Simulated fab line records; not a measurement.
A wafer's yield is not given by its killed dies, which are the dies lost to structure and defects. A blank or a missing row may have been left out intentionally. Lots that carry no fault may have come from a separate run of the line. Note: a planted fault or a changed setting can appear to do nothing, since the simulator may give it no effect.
Chamber matching || flow n5 finfet || 4 sister chambers for N5_BEOL_M14_DESCUM_15 on rie diel-06
The step chemistry O2, time 7.9 s. 8 wafers are shown with their chamber, then 10 later ones without.

WAFERS, EACH WITH ITS CHAMBER
{"wafer": "L079.2", "chamber": 0, "drypump motor current A (A)": 5.5, "showerhead plenum p Torr (Torr)": 2.17}
{"wafer": "L085.4", "chamber": 0, "drypump motor current A (A)": 5.5, "showerhead plenum p Torr (Torr)": 2.16}
{"wafer": "L087.3", "chamber": 3, "drypump motor current A (A)": 6.8, "showerhead plenum p Torr (Torr)": 2.16}
{"wafer": "L087.6", "chamber": 2, "drypump motor current A (A)": 5.4, "showerhead plenum p Torr (Torr)": 2.03}
{"wafer": "L090.1", "chamber": 3, "drypump motor current A (A)": 6.8, "showerhead plenum p Torr (Torr)": 2.16}
{"wafer": "L090.5", "chamber": 1, "drypump motor current A (A)": 5.4, "showerhead plenum p Torr (Torr)": 2.04}
{"wafer": "L091.1", "chamber": 1, "drypump motor current A (A)": 5.3, "showerhead plenum p Torr (Torr)": 2.04}
{"wafer": "L091.5", "chamber": 2, "drypump motor current A (A)": 5.4, "showerhead plenum p Torr (Torr)": 2.03}

WAFERS WHOSE CHAMBER IS MISSING
{"wafer": "L091.6", "drypump motor current A (A)": 6.8, "showerhead plenum p Torr (Torr)": 2.16}
{"wafer": "L094.2", "drypump motor current A (A)": 6.8, "showerhead plenum p Torr (Torr)": 2.16}
{"wafer": "L094.4", "drypump motor current A (A)": 5.5, "showerhead plenum p Torr (Torr)": 2.15}
{"wafer": "L094.6", "drypump motor current A (A)": 5.4, "showerhead plenum p Torr (Torr)": 2.04}
{"wafer": "L093.1", "drypump motor current A (A)": 5.3, "showerhead plenum p Torr (Torr)": 2.04}
{"wafer": "L093.2", "drypump motor current A (A)": 5.4, "showerhead plenum p Torr (Torr)": 2.03}
{"wafer": "L093.4", "drypump motor current A (A)": 6.8, "showerhead plenum p Torr (Torr)": 2.16}
{"wafer": "L097.3", "drypump motor current A (A)": 5.4, "showerhead plenum p Torr (Torr)": 2.03}
{"wafer": "L097.4", "drypump motor current A (A)": 5.3, "showerhead plenum p Torr (Torr)": 2.04}
{"wafer": "L097.5", "drypump motor current A (A)": 5.3, "showerhead plenum p Torr (Torr)": 2.04}

WHICH CHAMBER EACH ONE RAN IN
{"wafer": "L091.6", "from the rows above": 3, "in truth": 3}
{"wafer": "L094.2", "from the rows above": 3, "in truth": 3}
{"wafer": "L094.4", "from the rows above": 0, "in truth": 0}
{"wafer": "L094.6", "from the rows above": "can't be placed: 1 or 2", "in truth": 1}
{"wafer": "L093.1", "from the rows above": 1, "in truth": 1}
{"wafer": "L093.2", "from the rows above": 2, "in truth": 2}
{"wafer": "L093.4", "from the rows above": 3, "in truth": 3}
{"wafer": "L097.3", "from the rows above": 2, "in truth": 2}
{"wafer": "L097.4", "from the rows above": 1, "in truth": 1}
{"wafer": "L097.5", "from the rows above": 1, "in truth": 1}
Correct placement for 9 of the 10. Cannot be placed on the basis of these rows: 1; the candidates contain the true chamber in 1. 0 placed wrongly.
How it was worked out, from the rows above alone: a wafer's distance from a chamber is the root of the sum, over the readings, of the square of ((its reading less the chamber's mean) divided by the reading's scatter). The wafer belongs to the nearest chamber; if the next one is less than 2 further off, it can't be placed. For every chamber, the mean is computed from those of its wafers that are shown. The scatter: the root of (the sum of the squares of (reading less its chamber's mean) over the shown wafers, divided by (wafers less chambers)).
